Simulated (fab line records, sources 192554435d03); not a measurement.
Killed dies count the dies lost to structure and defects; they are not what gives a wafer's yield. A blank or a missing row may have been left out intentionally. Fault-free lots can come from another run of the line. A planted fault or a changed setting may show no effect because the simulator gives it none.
fab line records / flow n5_finfet / part 2 of 2: steps 20 to 28 of 28
record: lots: 5 wafers: 15 last_day: 18
route steps=1938 shown BEOL_M9@1410
lots that met no fault: taken from a fault-free run of the same line
start_h: hours from the record's first day to the start of the lot's first wafer shown / wait_h: hours from the lot's prior step to this one / " repeats the value in the row above / L1.1+2: several wafers, shown together as one row / - no value present, or no start provided / * or withheld: withheld / < > ~ a bound
route shown NAME@n: a module of which the file shows steps, and the number in the route of the first / usual: mean/standard deviation taken from wafers without a fault / same: alike in all rows / chamber/n: place in a boat / sites: per-site readings / _std_site: their standard deviation / _edge_site: inner sites' mean taken away from outer sites' mean / radius_mm: how far each site lies from the wafer's centre / mask NAME#n: copy n / behind: tool/chamber where the wafer was last shaped / hold: cause of the lot's hold/its duration in hours/its outcome / device: names the non-switching transistor (n, p or np) / end of line: the same wafers' tests at the end of the route / a step without rows: its recipe alone / killed: dies that structure and defects cost at the first sort, which is not the same as the wafer's yield / map: a wafer's dies, marking killed ones x, the rest . and places with no die _
set.NAME: setting as actually run; set.NAME@STEP: the setting as run at that earlier step / model.NAME: the simulator's own value behind a step, which no gauge read
lots at selected steps of the route; one table per step, one row per wafer
services: a tool's chamber out of use, with start hour (start_h, from the record's first day; less than 0 if before it), hours out, and reason
== steps ==
step: N5_BEOL_M9_EBR_24
recipe: solvent: PGMEA ebr_width_mm: 1.5
usual: exhaust_pa: 45.0/0.82
lot.wafer=L078.1 tool=litho_track-05 chamber=0 start_h=- wait_h=- exhaust_pa=44.8
lot.wafer=L078.2 tool=litho_track-05 chamber=0 start_h=- wait_h=- exhaust_pa=45.5
lot.wafer=L078.4 tool=litho_track-05 chamber=0 start_h=- wait_h=- exhaust_pa=44.8
lot.wafer=L084.1 tool=litho_track-01 chamber=0 start_h=- wait_h=- exhaust_pa=44.7
lot.wafer=L084.4 tool=litho_track-01 chamber=0 start_h=- wait_h=- exhaust_pa=45.9
lot.wafer=L084.5 tool=litho_track-01 chamber=0 start_h=- wait_h=- exhaust_pa=45.6
lot.wafer=L089.3 tool=litho_track-04 chamber=0 start_h=- wait_h=- exhaust_pa=43.0
lot.wafer=L089.4 tool=litho_track-04 chamber=0 start_h=- wait_h=- exhaust_pa=45.7
lot.wafer=L089.6 tool=litho_track-04 chamber=0 start_h=- wait_h=- exhaust_pa=44.6
lot.wafer=L094.1 tool=litho_track-05 chamber=0 start_h=- wait_h=- exhaust_pa=43.6
lot.wafer=L094.4 tool=litho_track-05 chamber=0 start_h=- wait_h=- exhaust_pa=46.0
lot.wafer=L094.6 tool=litho_track-05 chamber=0 start_h=- wait_h=- exhaust_pa=44.2
lot.wafer=L096.1 tool=litho_track-05 chamber=0 start_h=- wait_h=- exhaust_pa=46.5
lot.wafer=L096.2 tool=litho_track-05 chamber=0 start_h=- wait_h=- exhaust_pa=45.3
lot.wafer=L096.6 tool=litho_track-05 chamber=0 start_h=- wait_h=- exhaust_pa=44.9
step: N5_BEOL_M9_SOFTBAKE_23
recipe: temp_c: 110 time_s: 60 resist: CAR-EUV
usual: exhaust_pa: 45.0/0.83
lot.wafer=L078.1 tool=litho_track-05 chamber=0 start_h=- wait_h=- exhaust_pa=44.8
lot.wafer=L078.2 tool=litho_track-05 chamber=0 start_h=- wait_h=- exhaust_pa=45.4
lot.wafer=L078.4 tool=litho_track-05 chamber=0 start_h=- wait_h=- exhaust_pa=46.0
lot.wafer=L084.1 tool=litho_track-01 chamber=0 start_h=- wait_h=- exhaust_pa=44.1
lot.wafer=L084.4 tool=litho_track-01 chamber=0 start_h=- wait_h=- exhaust_pa=45.8
lot.wafer=L084.5 tool=litho_track-01 chamber=0 start_h=- wait_h=- exhaust_pa=45.7
lot.wafer=L089.3 tool=litho_track-04 chamber=0 start_h=- wait_h=- exhaust_pa=45.6
lot.wafer=L089.4 tool=litho_track-04 chamber=0 start_h=- wait_h=- exhaust_pa=44.5
lot.wafer=L089.6 tool=litho_track-04 chamber=0 start_h=- wait_h=- exhaust_pa=43.7
lot.wafer=L094.1 tool=litho_track-05 chamber=0 start_h=- wait_h=- exhaust_pa=44.8
lot.wafer=L094.4 tool=litho_track-05 chamber=0 start_h=- wait_h=- exhaust_pa=46.7
lot.wafer=L094.6 tool=litho_track-05 chamber=0 start_h=- wait_h=- exhaust_pa=45.1
lot.wafer=L096.1 tool=litho_track-05 chamber=0 start_h=- wait_h=- exhaust_pa=45.3
lot.wafer=L096.2 tool=litho_track-05 chamber=0 start_h=- wait_h=- exhaust_pa=44.7
lot.wafer=L096.6 tool=litho_track-05 chamber=0 start_h=- wait_h=- exhaust_pa=44.6
step: N5_BEOL_M9_EXPOSE_25
recipe: mask_id: V8 na: 0.33 source_shape: annular sigma_inner: 0.4 sigma_outer: 0.8 polarization: unpolarized dose_mj: 37.25
usual: stage_msd_nm: 0.765/0.0033
lot.wafer=L078.1 tool=euv_scanner-02 chamber=0 start_h=217.21 wait_h=- mask=V8#0 stage_msd_nm=0.764
lot.wafer=L078.2 tool=euv_scanner-02 chamber=0 start_h=217.21 wait_h=- mask=V8#0 stage_msd_nm=0.763
lot.wafer=L078.4 tool=euv_scanner-02 chamber=0 start_h=217.21 wait_h=- mask=V8#0 stage_msd_nm=0.762
lot.wafer=L084.1 tool=euv_scanner-01 chamber=0 start_h=265.30 wait_h=- mask=V8#0 stage_msd_nm=0.766
lot.wafer=L084.4 tool=euv_scanner-01 chamber=0 start_h=265.30 wait_h=- mask=V8#0 stage_msd_nm=0.765
lot.wafer=L084.5 tool=euv_scanner-01 chamber=0 start_h=265.30 wait_h=- mask=V8#0 stage_msd_nm=0.764
lot.wafer=L089.3 tool=euv_scanner-01 chamber=0 start_h=304.31 wait_h=- mask=V8#0 stage_msd_nm=0.763
lot.wafer=L089.4 tool=euv_scanner-01 chamber=0 start_h=304.31 wait_h=- mask=V8#0 stage_msd_nm=0.763
lot.wafer=L089.6 tool=euv_scanner-01 chamber=0 start_h=304.31 wait_h=- mask=V8#0 stage_msd_nm=0.762
lot.wafer=L094.1 tool=euv_scanner-02 chamber=0 start_h=336.39 wait_h=- mask=V8#0 stage_msd_nm=0.770
lot.wafer=L094.4 tool=euv_scanner-02 chamber=0 start_h=336.39 wait_h=- mask=V8#0 stage_msd_nm=0.769
lot.wafer=L094.6 tool=euv_scanner-02 chamber=0 start_h=336.39 wait_h=- mask=V8#0 stage_msd_nm=0.771
lot.wafer=L096.1 tool=euv_scanner-02 chamber=0 start_h=364.06 wait_h=- mask=V8#0 stage_msd_nm=0.765
lot.wafer=L096.2 tool=euv_scanner-02 chamber=0 start_h=364.06 wait_h=- mask=V8#0 stage_msd_nm=0.772
lot.wafer=L096.6 tool=euv_scanner-02 chamber=0 start_h=364.06 wait_h=- mask=V8#0 stage_msd_nm=0.770
step: N5_BEOL_M9_PEB_26
recipe: peb_temp_c: 100 peb_time_s: 60 resist: CAR-EUV
usual: exhaust_pa: 45.0/0.86
lot.wafer=L078.1 tool=litho_track-05 chamber=0 start_h=217.27 wait_h=0.1 exhaust_pa=46.0
lot.wafer=L078.2 tool=litho_track-05 chamber=0 start_h=217.27 wait_h=0.1 exhaust_pa=47.0
lot.wafer=L078.4 tool=litho_track-05 chamber=0 start_h=217.27 wait_h=0.1 exhaust_pa=44.4
lot.wafer=L084.1 tool=litho_track-04 chamber=0 start_h=265.36 wait_h=0.1 exhaust_pa=45.8
lot.wafer=L084.4 tool=litho_track-04 chamber=0 start_h=265.36 wait_h=0.1 exhaust_pa=45.2
lot.wafer=L084.5 tool=litho_track-04 chamber=0 start_h=265.36 wait_h=0.1 exhaust_pa=45.4
lot.wafer=L089.3 tool=litho_track-04 chamber=0 start_h=304.37 wait_h=0.0 exhaust_pa=44.5
lot.wafer=L089.4 tool=litho_track-04 chamber=0 start_h=304.37 wait_h=0.0 exhaust_pa=45.0
lot.wafer=L089.6 tool=litho_track-04 chamber=0 start_h=304.37 wait_h=0.0 exhaust_pa=44.6
lot.wafer=L094.1 tool=litho_track-04 chamber=0 start_h=336.45 wait_h=0.1 exhaust_pa=44.4
lot.wafer=L094.4 tool=litho_track-04 chamber=0 start_h=336.45 wait_h=0.1 exhaust_pa=45.7
lot.wafer=L094.6 tool=litho_track-04 chamber=0 start_h=336.45 wait_h=0.1 exhaust_pa=45.3
lot.wafer=L096.1 tool=litho_track-01 chamber=0 start_h=364.12 wait_h=0.1 exhaust_pa=45.1
lot.wafer=L096.2 tool=litho_track-01 chamber=0 start_h=364.12 wait_h=0.1 exhaust_pa=45.0
lot.wafer=L096.6 tool=litho_track-01 chamber=0 start_h=364.12 wait_h=0.1 exhaust_pa=45.9
step: N5_BEOL_M9_DEVELOP_27
recipe: develop_time_s: 30 developer: TMAH resist: CAR-EUV rinse_liquid: surfactant_rinse dry: air_spin dev_temp_c: 23
usual: exhaust_pa: 45.0/0.88
lot.wafer=L078.1 tool=litho_track-05 chamber=0 start_h=- wait_h=- exhaust_pa=44.8
lot.wafer=L078.2 tool=litho_track-05 chamber=0 start_h=- wait_h=- exhaust_pa=44.6
lot.wafer=L078.4 tool=litho_track-05 chamber=0 start_h=- wait_h=- exhaust_pa=45.4
lot.wafer=L084.1 tool=litho_track-04 chamber=0 start_h=- wait_h=- exhaust_pa=44.4
lot.wafer=L084.4 tool=litho_track-04 chamber=0 start_h=- wait_h=- exhaust_pa=45.1
lot.wafer=L084.5 tool=litho_track-04 chamber=0 start_h=- wait_h=- exhaust_pa=45.9
lot.wafer=L089.3 tool=litho_track-04 chamber=0 start_h=- wait_h=- exhaust_pa=44.9
lot.wafer=L089.4 tool=litho_track-04 chamber=0 start_h=- wait_h=- exhaust_pa=46.3
lot.wafer=L089.6 tool=litho_track-04 chamber=0 start_h=- wait_h=- exhaust_pa=46.2
lot.wafer=L094.1 tool=litho_track-04 chamber=0 start_h=- wait_h=- exhaust_pa=45.6
lot.wafer=L094.4 tool=litho_track-04 chamber=0 start_h=- wait_h=- exhaust_pa=45.0
lot.wafer=L094.6 tool=litho_track-04 chamber=0 start_h=- wait_h=- exhaust_pa=43.9
lot.wafer=L096.1 tool=litho_track-01 chamber=0 start_h=- wait_h=- exhaust_pa=46.6
lot.wafer=L096.2 tool=litho_track-01 chamber=0 start_h=- wait_h=- exhaust_pa=45.4
lot.wafer=L096.6 tool=litho_track-01 chamber=0 start_h=- wait_h=- exhaust_pa=45.3
step: N5_BEOL_M9_CD_MEAS_28
recipe: target_cd_nm: 70 landing_energy_ev: 500 detector: se_inlens polarity: opening
usual: cd_nm: 69.98/0.28
lot.wafer=L078.1 tool=cd_sem-02 chamber=0 start_h=217.34 wait_h=- cd_nm=69.96
lot.wafer=L078.2 tool=cd_sem-02 chamber=0 start_h=217.34 wait_h=- cd_nm=69.84
lot.wafer=L078.4 tool=cd_sem-02 chamber=0 start_h=217.34 wait_h=- cd_nm=69.79
lot.wafer=L084.1 tool=cd_sem-03 chamber=0 start_h=265.43 wait_h=- cd_nm=69.68
lot.wafer=L084.4 tool=cd_sem-03 chamber=0 start_h=265.43 wait_h=- cd_nm=69.79
lot.wafer=L084.5 tool=cd_sem-03 chamber=0 start_h=265.43 wait_h=- cd_nm=70.11
lot.wafer=L089.3 tool=cd_sem-01 chamber=0 start_h=304.43 wait_h=- cd_nm=69.68
lot.wafer=L089.4 tool=cd_sem-01 chamber=0 start_h=304.43 wait_h=- cd_nm=70.04
lot.wafer=L089.6 tool=cd_sem-01 chamber=0 start_h=304.43 wait_h=- cd_nm=70.10
lot.wafer=L094.1 tool=cd_sem-01 chamber=0 start_h=336.52 wait_h=- cd_nm=69.64
lot.wafer=L094.4 tool=cd_sem-01 chamber=0 start_h=336.52 wait_h=- cd_nm=69.52
lot.wafer=L094.6 tool=cd_sem-01 chamber=0 start_h=336.52 wait_h=- cd_nm=69.30
lot.wafer=L096.1 tool=cd_sem-02 chamber=0 start_h=364.19 wait_h=- cd_nm=70.37
lot.wafer=L096.2 tool=cd_sem-02 chamber=0 start_h=364.19 wait_h=- cd_nm=69.76
lot.wafer=L096.6 tool=cd_sem-02 chamber=0 start_h=364.19 wait_h=- cd_nm=70.18
step: N5_BEOL_M9_OVL_MEAS_29
recipe: points_per_wafer: 522
usual: V8_OVL: 0.1/0.74
lot.wafer=L078.1 tool=overlay-02 chamber=0 start_h=217.37 wait_h=0.0 V8_OVL[nm]=0.2
lot.wafer=L078.2 tool=overlay-02 chamber=0 start_h=217.37 wait_h=0.0 V8_OVL[nm]=-0.4
lot.wafer=L078.4 tool=overlay-02 chamber=0 start_h=217.37 wait_h=0.0 V8_OVL[nm]=-0.2
lot.wafer=L084.1 tool=overlay-02 chamber=0 start_h=265.46 wait_h=0.0 V8_OVL[nm]=0.6
lot.wafer=L084.4 tool=overlay-02 chamber=0 start_h=265.46 wait_h=0.0 V8_OVL[nm]=0.8
lot.wafer=L084.5 tool=overlay-02 chamber=0 start_h=265.46 wait_h=0.0 V8_OVL[nm]=0.2
lot.wafer=L089.3 tool=overlay-02 chamber=0 start_h=304.47 wait_h=0.0 V8_OVL[nm]=0.1
lot.wafer=L089.4 tool=overlay-02 chamber=0 start_h=304.47 wait_h=0.0 V8_OVL[nm]=0.9
lot.wafer=L089.6 tool=overlay-02 chamber=0 start_h=304.47 wait_h=0.0 V8_OVL[nm]=1.3
lot.wafer=L094.1 tool=overlay-02 chamber=0 start_h=336.55 wait_h=0.0 V8_OVL[nm]=-0.2
lot.wafer=L094.4 tool=overlay-02 chamber=0 start_h=336.55 wait_h=0.0 V8_OVL[nm]=0.1
lot.wafer=L094.6 tool=overlay-02 chamber=0 start_h=336.55 wait_h=0.0 V8_OVL[nm]=-0.6
lot.wafer=L096.1 tool=overlay-01 chamber=0 start_h=364.22 wait_h=0.0 V8_OVL[nm]=-0.5
lot.wafer=L096.2 tool=overlay-01 chamber=0 start_h=364.22 wait_h=0.0 V8_OVL[nm]=-0.1
lot.wafer=L096.6 tool=overlay-01 chamber=0 start_h=364.22 wait_h=0.0 V8_OVL[nm]=-0.8
step: N5_BEOL_M9_INSPECT_30
recipe: mode: adi inspect_instrument: brightfield
usual: raw_defect_count: 418/93
lot.wafer=L078.1 tool=defect_inspect-01 chamber=- start_h=217.43 wait_h=0.1 raw_defect_count=446
lot.wafer=L078.2 tool=defect_inspect-01 chamber=- start_h=217.43 wait_h=0.1 raw_defect_count=471
lot.wafer=L078.4 tool=defect_inspect-01 chamber=- start_h=217.43 wait_h=0.1 raw_defect_count=463
lot.wafer=L084.1 tool=defect_inspect-02 chamber=- start_h=265.52 wait_h=0.1 raw_defect_count=523
lot.wafer=L084.4 tool=defect_inspect-02 chamber=- start_h=265.52 wait_h=0.1 raw_defect_count=402
lot.wafer=L084.5 tool=defect_inspect-02 chamber=- start_h=265.52 wait_h=0.1 raw_defect_count=448
lot.wafer=L089.3 tool=defect_inspect-01 chamber=- start_h=304.52 wait_h=0.0 raw_defect_count=269
lot.wafer=L089.4 tool=defect_inspect-01 chamber=- start_h=304.52 wait_h=0.0 raw_defect_count=380
lot.wafer=L089.6 tool=defect_inspect-01 chamber=- start_h=304.52 wait_h=0.0 raw_defect_count=337
lot.wafer=L094.1 tool=defect_inspect-01 chamber=- start_h=336.61 wait_h=0.1 raw_defect_count=358
lot.wafer=L094.4 tool=defect_inspect-01 chamber=- start_h=336.61 wait_h=0.1 raw_defect_count=351
lot.wafer=L094.6 tool=defect_inspect-01 chamber=- start_h=336.61 wait_h=0.1 raw_defect_count=327
lot.wafer=L096.1 tool=defect_inspect-01 chamber=- start_h=364.28 wait_h=0.1 raw_defect_count=520
lot.wafer=L096.2 tool=defect_inspect-01 chamber=- start_h=364.28 wait_h=0.1 raw_defect_count=441
lot.wafer=L096.6 tool=defect_inspect-01 chamber=- start_h=364.28 wait_h=0.1 raw_defect_count=476
step: N5_BEOL_M9_DESCUM_33
recipe: chemistry: O2 time_s: 7 source_power_w: 50 bias_power_w: 20 pressure_mtorr: 20 rf_frequency_hz: 2.712e+07 temp_c: 40 resist: CAR-EUV o2_flow_sccm: 225
usual: drypump_motor_current_A: 5.6/0.43 oes_product_au: 0.83/0.074 rf_fwd_power_W: 49.32/0.29 rf_vpp_V: 243.5/1.5 showerhead_plenum_p_Torr: 2.12/0.081 temp_c: 40.01/0.11 throttle_valve_pct: 20.42/0.22
lot.wafer=L078.1 tool=rie_diel-03 chamber=1 start_h=217.46 wait_h=0.0 drypump_motor_current_A=6.0 oes_product_au=0.85 rf_fwd_power_W=49.04 rf_hours_counter_h=53 rf_vpp_V=244.6 showerhead_plenum_p_Torr=2.13 temp_c=40.13 throttle_valve_pct=20.35
lot.wafer=L078.2 tool=rie_diel-03 chamber=2 start_h=217.46 wait_h=0.0 drypump_motor_current_A=5.4 oes_product_au=0.81 rf_fwd_power_W=48.96 rf_hours_counter_h=94 rf_vpp_V=245.0 showerhead_plenum_p_Torr=2.21 temp_c=40.02 throttle_valve_pct=20.74
lot.wafer=L078.4 tool=rie_diel-03 chamber=0 start_h=217.46 wait_h=0.0 drypump_motor_current_A=5.3 oes_product_au=0.69 rf_fwd_power_W=49.68 rf_hours_counter_h=249 rf_vpp_V=240.7 showerhead_plenum_p_Torr=1.97 temp_c=40.04 throttle_valve_pct=20.69
lot.wafer=L084.1 tool=rie_diel-01 chamber=3 start_h=265.56 wait_h=0.0 drypump_motor_current_A=5.4 oes_product_au=0.85 rf_fwd_power_W=49.49 rf_hours_counter_h=76 rf_vpp_V=243.7 showerhead_plenum_p_Torr=2.12 temp_c=40.05 throttle_valve_pct=20.42
lot.wafer=L084.4 tool=rie_diel-01 chamber=2 start_h=265.56 wait_h=0.0 drypump_motor_current_A=5.5 oes_product_au=0.92 rf_fwd_power_W=49.29 rf_hours_counter_h=16 rf_vpp_V=242.4 showerhead_plenum_p_Torr=2.05 temp_c=40.06 throttle_valve_pct=20.23
lot.wafer=L084.5 tool=rie_diel-01 chamber=2 start_h=265.56 wait_h=0.0 drypump_motor_current_A=5.5 oes_product_au=0.92 rf_fwd_power_W=49.22 rf_hours_counter_h=- rf_vpp_V=243.2 showerhead_plenum_p_Torr=2.05 temp_c=40.21 throttle_valve_pct=20.22
lot.wafer=L089.3 tool=rie_diel-01 chamber=0 start_h=304.55 wait_h=0.0 drypump_motor_current_A=5.0 oes_product_au=0.82 rf_fwd_power_W=49.60 rf_hours_counter_h=87 rf_vpp_V=244.3 showerhead_plenum_p_Torr=2.21 temp_c=39.93 throttle_valve_pct=20.52
lot.wafer=L089.4 tool=rie_diel-01 chamber=3 start_h=304.55 wait_h=0.0 drypump_motor_current_A=5.4 oes_product_au=0.82 rf_fwd_power_W=49.35 rf_hours_counter_h=- rf_vpp_V=242.6 showerhead_plenum_p_Torr=2.11 temp_c=40.02 throttle_valve_pct=20.43
lot.wafer=L089.6 tool=rie_diel-01 chamber=0 start_h=304.55 wait_h=0.0 drypump_motor_current_A=5.0 oes_product_au=0.83 rf_fwd_power_W=49.29 rf_hours_counter_h=- rf_vpp_V=243.7 showerhead_plenum_p_Torr=2.21 temp_c=39.96 throttle_valve_pct=20.53
lot.wafer=L094.1 tool=rie_diel-01 chamber=2 start_h=336.64 wait_h=0.0 drypump_motor_current_A=5.5 oes_product_au=0.88 rf_fwd_power_W=49.19 rf_hours_counter_h=38 rf_vpp_V=242.6 showerhead_plenum_p_Torr=2.05 temp_c=39.88 throttle_valve_pct=20.24
lot.wafer=L094.4 tool=rie_diel-01 chamber=1 start_h=336.64 wait_h=0.0 drypump_motor_current_A=6.0 oes_product_au=0.80 rf_fwd_power_W=48.74 rf_hours_counter_h=81 rf_vpp_V=245.9 showerhead_plenum_p_Torr=2.21 temp_c=39.82 throttle_valve_pct=20.07
lot.wafer=L094.6 tool=rie_diel-01 chamber=0 start_h=336.64 wait_h=0.0 drypump_motor_current_A=5.1 oes_product_au=0.80 rf_fwd_power_W=49.69 rf_hours_counter_h=- rf_vpp_V=245.1 showerhead_plenum_p_Torr=2.21 temp_c=40.08 throttle_valve_pct=20.54
lot.wafer=L096.1 tool=rie_diel-03 chamber=1 start_h=364.31 wait_h=0.0 drypump_motor_current_A=5.9 oes_product_au=0.80 rf_fwd_power_W=49.32 rf_hours_counter_h=99 rf_vpp_V=242.5 showerhead_plenum_p_Torr=2.11 temp_c=39.75 throttle_valve_pct=20.44
lot.wafer=L096.2 tool=rie_diel-03 chamber=0 start_h=364.31 wait_h=0.0 drypump_motor_current_A=5.3 oes_product_au=0.87 rf_fwd_power_W=49.79 rf_hours_counter_h=36 rf_vpp_V=244.7 showerhead_plenum_p_Torr=2.22 temp_c=39.98 throttle_valve_pct=20.41
lot.wafer=L096.6 tool=rie_diel-03 chamber=3 start_h=364.31 wait_h=0.0 drypump_motor_current_A=4.8 oes_product_au=0.80 rf_fwd_power_W=49.72 rf_hours_counter_h=- rf_vpp_V=241.5 showerhead_plenum_p_Torr=2.02 temp_c=39.91 throttle_valve_pct=20.67
== services ==
tool=euv_scanner-01 chamber=- start_h=194.67 hours=1.0 kind=pm
tool=arfi_scanner-01 chamber=- start_h=199.45 hours=1.0 kind=pm
tool=arfi_scanner-02 chamber=- start_h=217.32 hours=1.0 kind=pm
tool=euv_scanner-01 chamber=- start_h=219.52 hours=4.3 kind=repair
tool=arfi_scanner-02 chamber=- start_h=219.54 hours=3.7 kind=repair
tool=euv_scanner-02 chamber=- start_h=223.85 hours=4.6 kind=pm
tool=arfi_scanner-02 chamber=- start_h=227.53 hours=3.1 kind=pm
tool=euv_scanner-01 chamber=- start_h=231.43 hours=2.5 kind=repair
tool=arfi_scanner-02 chamber=- start_h=232.71 hours=0.2 kind=repair
tool=euv_scanner-02 chamber=- start_h=233.90 hours=1.0 kind=pm
tool=arfi_scanner-02 chamber=- start_h=239.50 hours=1.3 kind=pm
tool=euv_scanner-02 chamber=- start_h=242.65 hours=12.0 kind=pm
tool=rie_diel-04 chamber=1 start_h=246.44 hours=6.6 kind=repair
tool=rie_diel-04 chamber=2 start_h=248.61 hours=3.7 kind=repair
tool=euv_scanner-02 chamber=- start_h=265.79 hours=39.6 kind=repair
tool=rie_diel-01 chamber=0 start_h=269.66 hours=2.1 kind=repair
tool=rie_diel-01 chamber=0 start_h=275.75 hours=4.7 kind=repair
tool=rie_diel-03 chamber=3 start_h=282.13 hours=10.9 kind=repair
tool=rie_diel-03 chamber=- start_h=298.97 hours=15.6 kind=pm
tool=rie_diel-01 chamber=2 start_h=321.53 hours=13.2 kind=repair
tool=rie_diel-04 chamber=1 start_h=326.25 hours=8.7 kind=repair
tool=rie_diel-04 chamber=3 start_h=329.91 hours=4.1 kind=repair
tool=euv_scanner-02 chamber=- start_h=345.13 hours=1.0 kind=pm
tool=rie_diel-04 chamber=2 start_h=347.19 hours=1.6 kind=repair
